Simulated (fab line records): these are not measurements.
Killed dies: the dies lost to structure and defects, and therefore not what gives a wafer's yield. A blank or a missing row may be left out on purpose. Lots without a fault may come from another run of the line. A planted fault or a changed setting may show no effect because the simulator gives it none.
Matching of chambers / flow n5 finfet / rie diel-01 running N5_BEOL_M9_ETCH_66: 4 sister chambers
The step etches SOC in N2/H2, target depth 80 nm, overetch 16 nm, time 120 s. 16 wafers are shown with their chamber, then 8 later ones without.

## EACH WAFER AND ITS CHAMBER
wafer=L079.3; chamber=3; showerhead plenum p Torr (Torr)=2.43; drypump motor current A (A)=5.3; oes product au (a.u.)=0.54
wafer=L079.5; chamber=1; showerhead plenum p Torr (Torr)=2.58; drypump motor current A (A)=5.8; oes product au (a.u.)=0.64
wafer=L079.6; chamber=0; showerhead plenum p Torr (Torr)=2.59; drypump motor current A (A)=4.9; oes product au (a.u.)=0.65
wafer=L082.1; chamber=1; showerhead plenum p Torr (Torr)=2.57; drypump motor current A (A)=5.8; oes product au (a.u.)=0.63
wafer=L082.2; chamber=2; showerhead plenum p Torr (Torr)=2.50; drypump motor current A (A)=5.0; oes product au (a.u.)=0.76
wafer=L082.4; chamber=3; showerhead plenum p Torr (Torr)=2.43; drypump motor current A (A)=5.4; oes product au (a.u.)=0.53
wafer=L084.3; chamber=2; showerhead plenum p Torr (Torr)=2.50; drypump motor current A (A)=5.0; oes product au (a.u.)=0.76
wafer=L084.4; chamber=0; showerhead plenum p Torr (Torr)=2.59; drypump motor current A (A)=4.9; oes product au (a.u.)=0.64
wafer=L084.5; chamber=3; showerhead plenum p Torr (Torr)=2.43; drypump motor current A (A)=5.3; oes product au (a.u.)=0.53
wafer=L087.2; chamber=3; showerhead plenum p Torr (Torr)=2.42; drypump motor current A (A)=5.4; oes product au (a.u.)=0.52
wafer=L087.3; chamber=1; showerhead plenum p Torr (Torr)=2.57; drypump motor current A (A)=5.8; oes product au (a.u.)=0.62
wafer=L087.6; chamber=1; showerhead plenum p Torr (Torr)=2.57; drypump motor current A (A)=5.8; oes product au (a.u.)=0.63
wafer=L092.2; chamber=1; showerhead plenum p Torr (Torr)=2.57; drypump motor current A (A)=5.8; oes product au (a.u.)=0.62
wafer=L092.4; chamber=3; showerhead plenum p Torr (Torr)=2.42; drypump motor current A (A)=5.3; oes product au (a.u.)=0.52
wafer=L092.6; chamber=3; showerhead plenum p Torr (Torr)=2.42; drypump motor current A (A)=5.4; oes product au (a.u.)=0.52
wafer=L093.1; chamber=3; showerhead plenum p Torr (Torr)=2.42; drypump motor current A (A)=5.4; oes product au (a.u.)=0.52

SIGNATURES, as means of the wafers listed above
reading=showerhead plenum p Torr; chamber 0=2.5900; chamber 1=2.5720; chamber 2=2.5000; chamber 3=2.4243; scatter within a chamber=0.00458
reading=drypump motor current A; chamber 0=4.900; chamber 1=5.800; chamber 2=5.000; chamber 3=5.357; scatter within a chamber=0.0378
reading=oes product au; chamber 0=0.6450; chamber 1=0.6280; chamber 2=0.7600; chamber 3=0.5257; scatter within a chamber=0.00765
Rule: a wafer lies at a distance from a chamber equal to the root of the sum of squares, over the readings, of (its reading less the chamber's mean, divided by the reading's scatter). The wafer belongs to the nearest chamber; if the next one is less than 2 further off, it can't be placed. The scatter: the root of (the sum of the squares of (reading less its chamber's mean) over the shown wafers, divided by (wafers less chambers)).

## WAFERS WITHOUT THEIR CHAMBER
wafer=L093.5; showerhead plenum p Torr (Torr)=2.58; drypump motor current A (A)=4.9; oes product au (a.u.)=0.63
wafer=L093.6; showerhead plenum p Torr (Torr)=2.42; drypump motor current A (A)=5.4; oes product au (a.u.)=0.52
wafer=L094.2; showerhead plenum p Torr (Torr)=2.58; drypump motor current A (A)=4.9; oes product au (a.u.)=0.62
wafer=L094.3; showerhead plenum p Torr (Torr)=2.56; drypump motor current A (A)=5.8; oes product au (a.u.)=0.62
wafer=L094.5; showerhead plenum p Torr (Torr)=2.50; drypump motor current A (A)=5.0; oes product au (a.u.)=0.72
wafer=L096.2; showerhead plenum p Torr (Torr)=2.49; drypump motor current A (A)=5.0; oes product au (a.u.)=0.70
wafer=L096.3; showerhead plenum p Torr (Torr)=2.56; drypump motor current A (A)=5.8; oes product au (a.u.)=0.61
wafer=L096.4; showerhead plenum p Torr (Torr)=2.49; drypump motor current A (A)=5.0; oes product au (a.u.)=0.71

## WHICH CHAMBER EACH ONE RAN IN
wafer=L093.5; from the rows above=0; in truth=0
wafer=L093.6; from the rows above=3; in truth=3
wafer=L094.2; from the rows above=0; in truth=0
wafer=L094.3; from the rows above=1; in truth=1
wafer=L094.5; from the rows above=2; in truth=2
wafer=L096.2; from the rows above=2; in truth=2
wafer=L096.3; from the rows above=1; in truth=1
wafer=L096.4; from the rows above=2; in truth=2
Correctly placed: 8 of 8. From these rows, 0 cannot be placed. Placed wrongly: 0.
